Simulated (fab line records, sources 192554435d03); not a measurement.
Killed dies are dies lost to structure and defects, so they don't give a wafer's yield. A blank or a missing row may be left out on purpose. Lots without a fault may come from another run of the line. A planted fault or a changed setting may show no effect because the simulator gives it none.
fab line records | flow n5_finfet
record lots=7 wafers=19 last_day=18
route steps=1938 shown SD_EPI_N@269 PASSIVATION@1936
lots that met no fault: from a run of the same line without faults
start_h: hours from the record's first day to the start of the lot's first wafer shown | wait_h: hours since the lot's step before | " the same as in the row above | L1.1+2: a row that stands for several wafers | - no value, or no start given | * or withheld: withheld | < > ~ a bound
route shown NAME@n: a module of which the file shows steps, and the number in the route of the first | usual: mean/standard deviation of fault-free wafers | same: alike in all rows | chamber/n: place in a boat | sites: the reading at each site | _std_site: their standard deviation | _edge_site: outer sites' mean less inner sites' | radius_mm: how far each site lies from the wafer's centre | mask NAME#n: copy n | behind: the tool/chamber that last shaped the wafer | hold: why the lot was held/for how many hours/how that ended | device: the transistor (n, p or np) that didn't switch | end of line: the same wafers' tests at the end of the route | a step without rows: its recipe alone | killed: dies lost to structure and defects at the first sort, not the wafer's yield | map: a wafer's dies, x killed, . not, _ none there
set.NAME: the setting as run; set.NAME@STEP: as run at that earlier step | model.NAME: the simulator's own value behind a step, which no gauge read
lots at some steps of the route; a table a step, a row a wafer
services: from which hour (start_h, from the record's first day; less than 0 if before it) a tool's chamber was out of use, for how many hours, and why
## steps
# step N5_SD_EPI_N_DEVELOP_08
# recipe develop_time_s=30 developer=TMAH resist=CAR-ArF-block dev_temp_c=23 rinse_liquid=diw dry=air_spin
# step N5_SD_EPI_N_CD_MEAS_09
# recipe target_cd_nm=120 landing_energy_ev=500 detector=se_inlens
# usual cd_nm=119.2/1.2
# columns lot.wafer tool chamber start_h wait_h cd_nm
L365.1 cd_sem-03 0 55.74 - 118.6
L365.3 " 0 " " 118.2
L365.4 " 0 " " 119.5
L369.2 cd_sem-01 0 78.47 - 119.7
L369.3 " 0 " " 120.5
L369.5 " 0 " " 118.8
L379.2 cd_sem-01 0 138.68 - 119.6
L379.5 " 0 " " 121.8
L380.1 cd_sem-02 0 143.26 - 117.8
L380.3 " 0 " " 117.7
L382.1 cd_sem-01 0 162.93 - 118.0
L382.3 " 0 " " 118.0
L382.5 " 0 " " 118.3
L385.1 cd_sem-01 0 182.49 - 118.8
L385.2 " 0 " " 118.7
L385.4 " 0 " " 119.0
L387.1 cd_sem-01 0 187.23 - 117.7
L387.3 " 0 " " 117.2
L387.6 " 0 " " 117.9
# step N5_SD_EPI_N_OVL_MEAS_10
# recipe points_per_wafer=44
# usual SD_N_BLK_OVL=-0.5/0.71
# columns lot.wafer tool chamber start_h wait_h SD_N_BLK_OVL[nm]
L365.1 overlay-02 0 55.77 0.0 -2.0
L365.3 " 0 " " -0.8
L365.4 " 0 " " -1.3
L369.2 overlay-02 0 78.50 0.0 -0.1
L369.3 " 0 " " -0.7
L369.5 " 0 " " -0.5
L379.2 overlay-01 0 138.71 0.0 -1.7
L379.5 " 0 " " -0.8
L380.1 overlay-01 0 143.29 0.0 0.3
L380.3 " 0 " " -0.6
L382.1 overlay-01 0 162.96 0.0 -1.9
L382.3 " 0 " " 0.5
L382.5 " 0 " " -0.5
L385.1 overlay-02 0 182.52 0.0 -0.5
L385.2 " 0 " " -1.0
L385.4 " 0 " " -1.7
L387.1 overlay-01 0 187.27 0.0 0.0
L387.3 " 0 " " -0.3
L387.6 " 0 " " -0.7
# step N5_SD_EPI_N_INSPECT_11
# recipe mode=adi inspect_instrument=macro
# usual raw_defect_count=2.2/1.4
# columns lot.wafer tool chamber start_h wait_h raw_defect_count
L365.1 defect_inspect-01 - 55.79 0.0 0
L365.3 " - " " 1
L365.4 " - " " 2
L369.2 defect_inspect-02 - 78.53 0.0 3
L369.3 " - " " 1
L369.5 " - " " 1
L379.2 defect_inspect-02 - 138.73 0.0 1
L379.5 " - " " 6
L380.1 defect_inspect-02 - 143.31 0.0 0
L380.3 " - " " 1
L382.1 defect_inspect-02 - 162.99 0.0 2
L382.3 " - " " 3
L382.5 " - " " 0
L385.1 defect_inspect-02 - 182.54 0.0 1
L385.2 " - " " 3
L385.4 " - " " 1
L387.1 defect_inspect-02 - 187.29 0.0 1
L387.3 " - " " 1
L387.6 " - " " 1
# step N5_SD_EPI_N_DESCUM_14
# recipe chemistry=O2 time_s=7.9 source_power_w=50 bias_power_w=20 pressure_mtorr=20 rf_frequency_hz=2.712e+07 temp_c=40 resist=CAR-ArF-block o2_flow_sccm=225
# step N5_SD_EPI_N_ETCH_34
# recipe chemistry=CF4 target=SiARC target_depth_a=455 mask_material=CAR-ArF-block time_s=75.8 ion_energy_ev=80 pressure_mtorr=40 source_w=545 bias_w=36 Ar_flow_sccm=100 cf4_flow_sccm=100 ends=cleared
# usual drypump_motor_current_A=5.7/0.4 etch_rf_on_time_s=77.0/2.7 oes_product_au=0.65/0.085 rf_vpp_V=184.1/1.3 showerhead_plenum_p_Torr=2.15/0.084 throttle_valve_pct=15.59/0.21
# columns lot.wafer tool chamber start_h wait_h drypump_motor_current_A etch_rf_on_time_s oes_product_au rf_hours_counter_h rf_vpp_V showerhead_plenum_p_Torr throttle_valve_pct
L365.1 rie_diel-05 2 55.86 0.0 5.4 77.7 0.65 127 182.6 1.98 15.44
L365.3 " 1 " " 6.1 77.7 0.67 111 185.9 2.24 15.66
L365.4 " 0 " " 5.1 73.4 0.62 223 183.8 2.21 15.58
L369.2 rie_diel-04 0 78.60 0.0 5.6 74.5 0.82 7 185.9 2.29 15.53
L369.3 " 2 " " 5.3 77.2 0.60 197 183.1 2.13 15.81
L369.5 " 3 " " 6.1 79.6 0.57 - 182.4 2.12 15.57
L379.2 rie_diel-04 0 138.80 0.0 5.6 75.5 0.76 32 185.0 2.28 15.58
L379.5 " 0 " " 5.6 74.7 0.77 - 184.1 2.28 15.58
L380.1 rie_diel-02 2 143.38 0.0 5.6 75.6 0.60 226 183.5 2.12 15.84
L380.3 " 0 " " 6.1 75.6 0.60 198 182.9 2.05 15.49
L382.1 rie_diel-05 2 163.06 0.0 5.4 79.7 0.61 167 181.2 1.97 15.51
L382.3 " 3 " " 5.5 72.0 0.81 17 182.8 2.12 15.70
L382.5 " 3 " " 5.5 71.7 0.81 - 184.0 2.12 15.71
L385.1 rie_diel-05 2 182.61 0.0 5.4 79.6 0.62 173 182.3 1.96 15.53
L385.2 " 0 " " 5.1 71.0 0.83 8 185.5 2.20 15.13
L385.4 " 1 " " 6.1 77.1 0.65 157 186.3 2.23 15.74
L387.1 rie_diel-05 0 187.36 0.0 5.1 72.6 0.82 9 184.5 2.20 15.11
L387.3 " 3 " " 5.5 71.9 0.79 25 184.0 2.12 15.72
L387.6 " 0 " " 5.1 71.1 0.82 - 185.1 2.20 15.15
# step N5_SD_EPI_N_ETCH_35
# recipe chemistry=N2/H2 target=SOC overetch_a=1080 mask_material=SiARC temp_c=40 ion_energy_ev=100 source_w=3000 bias_w=133 pressure_mtorr=20 time_s=486 n2_flow_sccm=200 h2_flow_sccm=200
# usual drypump_motor_current_A=5.7/0.4 oes_product_au=0.68/0.082 rf_vpp_V=240.7/1.5 showerhead_plenum_p_Torr=2.55/0.11 throttle_valve_pct=23.9/0.35
# columns lot.wafer tool chamber start_h wait_h drypump_motor_current_A oes_product_au rf_hours_counter_h rf_vpp_V showerhead_plenum_p_Torr throttle_valve_pct
L365.1 rie_diel-05 2 55.92 0.0 5.4 0.69 127 237.7 2.34 23.6
L365.3 " 1 " " 6.1 0.71 111 241.6 2.65 23.7
L365.4 " 0 " " 5.2 0.64 223 241.6 2.63 23.6
L369.2 rie_diel-04 0 78.65 0.0 5.6 0.85 7 242.8 2.73 23.9
L369.3 " 2 " " 5.3 0.64 197 238.8 2.54 24.5
L369.5 " 3 " " 6.1 0.60 - 240.8 2.48 23.4
L379.2 rie_diel-04 0 138.86 0.0 5.6 0.79 32 241.7 2.72 23.9
L379.5 " 0 " " 5.6 0.80 - 241.7 2.72 23.9
L380.1 rie_diel-02 2 143.44 0.0 5.6 0.62 226 240.2 2.52 24.1
L380.3 " 0 " " 6.1 0.62 198 240.3 2.43 23.7
L382.1 rie_diel-05 2 163.11 0.0 5.5 0.66 167 237.5 2.32 23.6
L382.3 " 3 " " 5.6 0.82 17 238.4 2.49 24.2
L382.5 " 3 " " 5.6 0.83 - 241.0 2.49 24.2
L385.1 rie_diel-05 2 182.67 0.0 5.5 0.66 173 238.0 2.32 23.6
L385.2 " 0 " " 5.2 0.84 8 242.0 2.61 23.2
L385.4 " 1 " " 6.1 0.68 157 242.1 2.63 23.8
L387.1 rie_diel-05 0 187.41 0.0 5.1 0.83 9 241.3 2.61 23.2
L387.3 " 3 " " 5.5 0.81 25 240.2 2.49 24.2
L387.6 " 0 " " 5.1 0.84 - 241.7 2.61 23.2
# step N5_SD_EPI_N_STRIP_36
# recipe chemistry=N2/H2 temp_c=40 n2_flow_sccm=200 h2_flow_sccm=200 rf_frequency_hz=6e+07
# step N5_SD_EPI_N_ETCHBACK_44
# recipe chemistry=CH3F/O2 mode=anisotropic_etchback target=SiNx target_depth_a=145 stop_on=SiO2 over_etch_frac=0.3 ion_energy_ev=120 pressure_mtorr=30 source_w=395 bias_w=73 Ar_flow_sccm=150 CH3F_flow_sccm=30 O2_flow_sccm=20
# usual drypump_motor_current_A=5.7/0.4 oes_product_au=0.65/0.078 rf_vpp_V=292/7.8 showerhead_plenum_p_Torr=2.00/0.081 throttle_valve_pct=16.31/0.19
# columns lot.wafer tool chamber start_h wait_h drypump_motor_current_A oes_product_au rf_hours_counter_h rf_vpp_V showerhead_plenum_p_Torr throttle_valve_pct
L365.1 rie_diel-05 2 56.24 0.0 5.4 0.66 127 298 1.83 16.11
L365.3 " 1 " " 6.2 0.68 112 297 2.09 16.30
L365.4 " 0 " " 5.1 0.61 223 276 2.08 16.33
L369.2 rie_diel-04 0 78.98 0.0 5.6 0.81 7 300 2.13 16.16
L369.3 " 2 " " 5.3 0.61 197 290 1.98 16.55
L369.5 " 3 " " 6.1 0.58 - 301 1.97 16.25
L379.2 rie_diel-04 0 139.18 0.0 5.6 0.77 32 299 2.12 16.23
L379.5 " 0 " " 5.6 0.76 - 299 2.12 16.22
L380.1 rie_diel-02 2 143.76 0.0 5.6 0.60 226 283 1.97 16.50
L380.3 " 0 " " 6.1 0.60 198 281 1.91 16.25
L382.1 rie_diel-05 2 163.44 0.0 5.5 0.63 167 296 1.82 16.19
L382.3 " 3 " " 5.5 0.79 17 289 1.98 16.47
L382.5 " 3 " " 5.5 0.79 - 292 1.98 16.47
L385.1 rie_diel-05 2 182.99 0.0 5.4 0.63 173 298 1.82 16.21
L385.2 " 0 " " 5.1 0.80 8 277 2.07 15.90
L385.4 " 1 " " 6.2 0.65 157 297 2.07 16.41
L387.1 rie_diel-05 0 187.74 0.0 5.1 0.79 10 276 2.07 15.92
L387.3 " 3 " " 5.5 0.77 25 289 1.97 16.48
L387.6 " 0 " " 5.1 0.80 - 277 2.06 15.89
# step N5_SD_EPI_N_ETCH_45
# recipe chemistry=CH3F/O2 target=SiOCN target_depth_a=60 mask_material=SOC ion_energy_ev=60 bias_w=29 pressure_mtorr=15 source_w=410 Ar_flow_sccm=150 CH3F_flow_sccm=30 O2_flow_sccm=20
# step N5_SD_EPI_N_ETCH_16
# recipe chemistry=CHF3/O2 target=SiO2 target_depth_a=50 mask_material=SOC pressure_mtorr=30 source_w=650 bias_w=170 Ar_flow_sccm=200 CHF3_flow_sccm=50 O2_flow_sccm=5 ion_energy_ev=200
# usual drypump_motor_current_A=5.7/0.4 oes_product_au=0.76/0.099 rf_vpp_V=514/14 showerhead_plenum_p_Torr=2.41/0.092 throttle_valve_pct=18.85/0.2
# columns lot.wafer tool chamber start_h wait_h drypump_motor_current_A oes_product_au rf_hours_counter_h rf_vpp_V showerhead_plenum_p_Torr throttle_valve_pct
L365.1 rie_diel-05 2 56.44 0.1 5.4 0.77 127 525 2.22 18.68
L365.3 " 1 " " 6.1 0.80 112 524 2.51 18.88
L365.4 " 0 " " 5.1 0.71 223 486 2.50 18.84
L369.2 rie_diel-04 0 79.18 0.1 5.6 0.95 7 528 2.56 18.76
L369.3 " 2 " " 5.3 0.70 197 509 2.39 19.07
L369.5 " 3 " " 6.1 0.67 - 532 2.39 18.80
L379.2 rie_diel-04 0 139.38 0.1 5.6 0.89 32 526 2.55 18.80
L379.5 " 0 " " 5.6 0.89 - 528 2.55 18.80
L380.1 rie_diel-02 2 143.96 0.1 5.6 0.70 226 498 2.38 19.07
L380.3 " 0 " " 6.1 0.70 198 496 2.31 18.77
L382.1 rie_diel-05 2 163.64 0.1 5.5 0.73 167 525 2.20 18.74
L382.3 " 3 " " 5.5 0.94 17 510 2.38 19.06
L382.5 " 3 " " 5.5 0.93 - 511 2.38 19.07
L385.1 rie_diel-05 2 183.19 0.1 5.5 0.72 173 524 2.20 18.76
L385.2 " 0 " " 5.1 0.95 8 486 2.48 18.47
L385.4 " 1 " " 6.1 0.76 157 525 2.49 18.95
L387.1 rie_diel-05 0 187.94 0.1 5.1 0.95 10 487 2.48 18.48
L387.3 " 3 " " 5.5 0.91 25 510 2.38 19.08
L387.6 " 0 " " 5.1 0.94 - 488 2.48 18.47
# step N5_SD_EPI_N_STRIP_47
# recipe chemistry=CHF3/O2 resist=SiARC rf_frequency_hz=6e+07
# step N5_SD_EPI_N_SD_RECESS_17
# recipe chemistry=HBr/Cl2/O2 target_depth_a=410 mask_material=SOC time_s=23.7 bt_time_s=3 pressure_mtorr=10 icp_w=800 bias_w=112 HBr_flow_sccm=150 Cl2_flow_sccm=80 O2_flow_sccm=12
# usual drypump_motor_current_A=5.6/0.55 oes_product_au=0.997/0.015 throttle_valve_pct=37.0/0.58
# columns lot.wafer tool chamber start_h wait_h drypump_motor_current_A oes_product_au rf_hours_counter_h throttle_valve_pct model.etch.depth_nm model.SD_EPI_N.feature_depth_nm model.Si_of_WELL_APT_EPI_41.thk_nm
L365.1 rie_si-03 1 56.51 0.0 5.1 0.993 128 36.6 42.34 42.4 6.2
L365.3 " 3 " " 6.0 0.995 40 37.1 41.35 41.4 8
L365.4 " 2 " " 6.1 1.031 18 37.6 42.15 42.2 6.8
L369.2 rie_si-02 2 79.25 0.0 6.4 0.983 117 37.1 41.37 41.4 8
L369.3 " 3 " " 5.8 0.973 117 36.1 40.32 40.4 9.8
L369.5 " 0 " " 4.9 0.990 - 37.8 40 40 10.2
L379.2 rie_si-02 1 139.45 0.0 4.9 1.013 180 36.2 38.98 39 11.2
L379.5 " 3 " " 5.9 0.976 - 36.1 40.77 40.8 9.2
L380.1 rie_si-02 3 144.04 0.0 5.8 0.977 118 36.1 37.66 37.6 12.4
L380.3 " 0 " " 4.8 0.997 98 37.8 40.62 40.6 9.2
L382.1 rie_si-02 2 163.71 0.0 6.4 0.989 118 37.1 39 39 10
L382.3 " 3 " " 5.8 0.976 118 36.1 40.68 40.6 8.6
L382.5 " 3 " " 5.9 0.977 - 36.1 40.82 40.8 8.2
L385.1 rie_si-03 3 183.26 0.0 6.0 0.984 43 37.1 40.55 40.6 9.2
L385.2 " 2 " " 6.1 1.027 21 37.6 41.18 41.2 8.6
L385.4 " 1 " " 5.1 0.985 130 36.6 41.59 41.6 8.2
L387.1 rie_si-05 3 188.01 0.0 5.4 0.991 127 37.5 40.83 40.8 7.8
L387.3 " 1 " " 5.7 1.003 56 36.9 41.34 41.4 7
L387.6 " 0 " " 5.3 1.000 - 37.1 41.69 41.6 6.4
# step N5_SD_EPI_N_STRIP_38
# recipe chemistry=N2/H2 power_w=1000 temp_c=250 h2_frac=0.65 overash_fraction=0.3 pressure_mtorr=withheld n2_flow_sccm=1750 h2_flow_sccm=3250
# usual drypump_motor_current_A=5.55/0.16 heater_power_w=342/26 oes_product_au=0.762/0.011
# same overash_fraction=0.3
# columns lot.wafer tool chamber start_h wait_h drypump_motor_current_A heater_power_w oes_product_au rf_hours_counter_h
L365.1 plasma_asher-02 1 56.61 0.1 5.60 352 0.748 83
L365.3 " 0 " " 5.62 331 0.761 -
L365.4 " 1 " " 5.61 352 0.770 -
L369.2 plasma_asher-01 1 79.34 0.1 5.69 304 0.758 36
L369.3 " 1 " " 5.70 312 0.765 -
L369.5 " 1 " " 5.72 307 0.766 -
L379.2 plasma_asher-02 1 139.55 0.1 5.55 353 0.755 99
L379.5 " 0 " " 5.66 338 0.773 -
L380.1 plasma_asher-02 0 144.13 0.1 5.66 329 0.770 99
L380.3 " 1 " " 5.58 348 0.759 -
L382.1 plasma_asher-01 1 163.80 0.1 5.68 305 0.771 54
L382.3 " 1 " " 5.68 303 0.761 -
L382.5 " 1 " " 5.72 310 0.776 -
L385.1 plasma_asher-01 1 183.36 0.1 5.71 305 0.766 58
L385.2 " 0 " " 5.30 373 0.775 58
L385.4 " 0 " " 5.26 379 0.762 -
L387.1 plasma_asher-02 1 188.10 0.1 5.59 356 0.764 108
L387.3 " 0 " " 5.66 332 0.746 -
L387.6 " 0 " " 5.67 330 0.759 -
# step N5_SD_EPI_N_WET_ETCH_43
# recipe chemistry=dHF dilution=withheld time_s=14 target=SiO2 target_depth_a=15 temp_c=25
# step N5_SD_EPI_N_STRIP_18
# recipe chemistry=SPM time_s=750 temp_c=130 h2so4_h2o2_vol_ratio=4
# columns lot.wafer tool chamber start_h wait_h model.Si_of_WELL_APT_EPI_41.thk_nm
L365.1 wet_bench-06 6 56.71 0.0 5.8
L365.3 " 0 " " 7.6
L365.4 " 7 " " 6.4
L369.2 wet_bench-06 2 79.44 0.0 7.6
L369.3 " 6 " " 9.4
L369.5 " 1 " " 9.8
L379.2 wet_bench-03 4 139.64 0.0 11
L379.5 " 5 " " 8.8
L380.1 wet_bench-06 5 144.27 0.0 12
L380.3 " 3 " " 8.8
L382.1 wet_bench-06 0 163.90 0.0 9.8
L382.3 " 5 " " 8.2
L382.5 " 1 " " 7.8
L385.1 wet_bench-06 1 183.45 0.0 8.8
L385.2 " 0 " " 8.2
L385.4 " 5 " " 7.8
L387.1 wet_bench-06 6 188.20 0.0 7.4
L387.3 " 7 " " 6.6
L387.6 " 5 " " 6.2
# step N5_SD_EPI_N_SRD_20
# recipe dry=ipa_marangoni do_ppb=5 time_s=30 temp_c=23 rinse_liquid=diw
# step N5_PASSIVATION_PROBE_49
# usual killed_at_M0_to_M3=34/11 killed_at_M4_up=13/5.2 killed_at_contacts=13/6.3 killed_at_front_end=40/14 killed_at_other=3.2/2.4 killed_dies=104/19 killed_open=69/14 killed_short=32/7.5
# same gross_dies=1180 killed_at_back_side=0
# columns lot.wafer tool chamber start_h wait_h killed_at_M0_to_M3 killed_at_M4_up killed_at_contacts killed_at_front_end killed_at_other killed_dies killed_open killed_short
L365.1 prober-02 - 277.15 0.0 28 8 11 80 2 129 85 41
L365.3 prober-02 - 277.25 0.1 25 13 18 66 9 131 81 42
L365.4 prober-02 - 277.30 0.2 12 12 14 59 0 97 69 27
L369.2 prober-02 - 292.68 0.1 29 6 9 47 2 93 72 20
L369.3 prober-02 - 292.73 0.1 20 15 2 32 2 71 49 21
L369.5 prober-02 - 292.83 0.2 27 7 9 79 4 126 73 51
L379.2 prober-02 - 364.54 0.1 52 21 21 39 5 138 95 41
L379.5 prober-02 - 364.69 0.2 32 9 13 33 4 91 58 27
L380.3 prober-01 - 385.07 0.1 68 9 15 45 3 140 89 51
# killed by level:class
L365.1 STI_FIN_REVEAL:geometric_particle:open=17 FIN_SAQP:geometric_particle:short=14 FIN_SAQP:geometric_particle:open=12 DUMMY_GATE:geometric_particle:open=11 BEOL_M3:geometric_particle:open=9 MOL_CONTACT_COAG:geometric_particle:open=9 GATE_CUT:geometric_particle:short=7 BEOL_M1:geometric_particle:open=7
L365.3 STI_FIN_REVEAL:geometric_particle:open=22 MOL_CONTACT_COAG:geometric_particle:open=11 BEOL_M0_SAQP:geometric_particle:short=8 PASSIVATION:area_etch=8 FIN_SAQP:geometric_particle:open=7 STI_FIN_REVEAL:geometric_particle:short=7 MOL_CONTACT_COAG:geometric_particle:short=7 BEOL_M4:geometric_particle:open=7
L365.4 STI_FIN_REVEAL:geometric_particle:open=24 MOL_CONTACT_COAG:geometric_particle:open=11 FIN_SAQP:geometric_particle:short=10 FIN_SAQP:geometric_particle:open=7 BEOL_M0_SAQP:geometric_particle:short=5 BEOL_M4:geometric_particle:open=5 STARTING-WAFER:geometric_particle:short=5 GATE_CUT:geometric_particle:open=3
L369.2 FIN_SAQP:geometric_particle:open=13 STI_FIN_REVEAL:geometric_particle:open=10 BEOL_M1:geometric_particle:open=10 BEOL_M3:geometric_particle:open=9 MOL_CONTACT_COAG:geometric_particle:open=8 FIN_SAQP:geometric_particle:short=6 BEOL_M0_SAQP:geometric_particle:open=5 STARTING-WAFER:geometric_particle:open=5
L369.3 FIN_SAQP:geometric_particle:short=7 BEOL_M1:geometric_particle:open=7 FIN_SAQP:geometric_particle:open=5 BEOL_M5:geometric_particle:open=5 STI_FIN_REVEAL:geometric_particle:open=4 BEOL_M3:geometric_particle:open=4 BEOL_M4:geometric_particle:open=4 GATE_CUT:geometric_particle:short=3
L369.5 FIN_SAQP:geometric_particle:open=21 FIN_SAQP:geometric_particle:short=18 ILD0:geometric_particle:short=9 BEOL_M0_SAQP:geometric_particle:open=8 DUMMY_GATE:geometric_particle:open=7 MOL_CONTACT_COAG:geometric_particle:open=7 BEOL_M0_SAQP:geometric_particle:short=7 ILD0:geometric_particle:open=6
L379.2 MOL_CONTACT_COAG:geometric_particle:open=15 BEOL_M4:geometric_particle:open=15 BEOL_M0_SAQP:geometric_particle:short=12 BEOL_M0_SAQP:geometric_particle:open=12 BEOL_M3:geometric_particle:open=9 FIN_SAQP:geometric_particle:open=9 STI_FIN_REVEAL:geometric_particle:open=6 DUMMY_GATE:geometric_particle:open=6
L379.5 FIN_SAQP:geometric_particle:open=8 MOL_CONTACT_COAG:geometric_particle:open=8 BEOL_M0_SAQP:geometric_particle:open=8 BEOL_M0_SAQP:geometric_particle:short=7 BEOL_M2:geometric_particle:open=7 DUMMY_GATE:geometric_particle:open=5 BEOL_M0:geometric_particle:open=5 PASS1_DEP:geometric_particle:short=4
L380.3 BEOL_M0_SAQP:geometric_particle:short=16 BEOL_M2:geometric_particle:open=14 FIN_SAQP:geometric_particle:open=13 BEOL_M0_SAQP:geometric_particle:open=12 BEOL_M1:geometric_particle:open=11 BEOL_M3:geometric_particle:open=11 FIN_SAQP:geometric_particle:short=9 MOL_CONTACT_COAG:geometric_particle:short=8
## services
# columns tool chamber start_h hours kind
rie_si-02 2 38.22 5.3 repair
rie_diel-05 - 46.75 2.8 pm
rie_diel-02 - 63.88 0.1 repair
rie_diel-04 1 84.16 5.7 repair
plasma_asher-02 - 95.35 2.5 repair
rie_diel-05 3 98.30 - clean
rie_diel-05 3 98.30 - consumable_replace:focus_ring
rie_diel-05 3 98.30 19.9 scheduled_down
rie_diel-05 3 98.30 19.9 vent_cycle
rie_si-03 0 104.55 5.4 repair
rie_si-02 2 105.70 4.0 repair
rie_si-05 - 107.59 2.8 pm
rie_diel-05 0 132.26 - clean
rie_diel-05 0 132.26 - consumable_replace:focus_ring
rie_diel-05 0 132.26 24.3 scheduled_down
rie_diel-05 - 138.50 4.3 pm
rie_si-05 1 140.86 2.5 repair
rie_diel-04 3 143.18 13.8 repair
rie_si-02 1 156.72 4.8 repair
rie_diel-05 - 164.14 0.3 repair
rie_diel-05 - 171.64 2.2 repair
rie_diel-02 3 173.21 5.4 repair
rie_diel-04 1 175.48 62.1 repair
rie_si-03 - 179.69 0.4 repair
## key
first_sign none at tools or gauges
model_effect step=N5_SD_EPI_N_SD_RECESS_17 value=etch.depth_nm without=41.36 struck=38.55
model_effect step=N5_SD_EPI_N_STRIP_18 value=Si_of_WELL_APT_EPI_41.thk_nm without=8 struck=10.93
met_at N5_SD_EPI_N_SD_RECESS_17
struck_wafers L379.2,L380.1,L382.1
tester_left_out L379,L380,L382
onset_between 79.25 139.45
fault kind=process_parameter_drift tool=rie_si-02 chamber=- onset_h=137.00 steps=N5_SD_EPI_N_SD_RECESS_17 channel=time_s offset=* shape=step end_h=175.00 scope=struck_wafers_only acts_in=* stated=*
# tester_left_out: of these lots the tester's yield and bins aren't shown, on N5 and GAA mostly nor the transistor test; their killed dies are dies lost to structure and defects alone, not to doping, threshold or leakage, so they don't give the yield
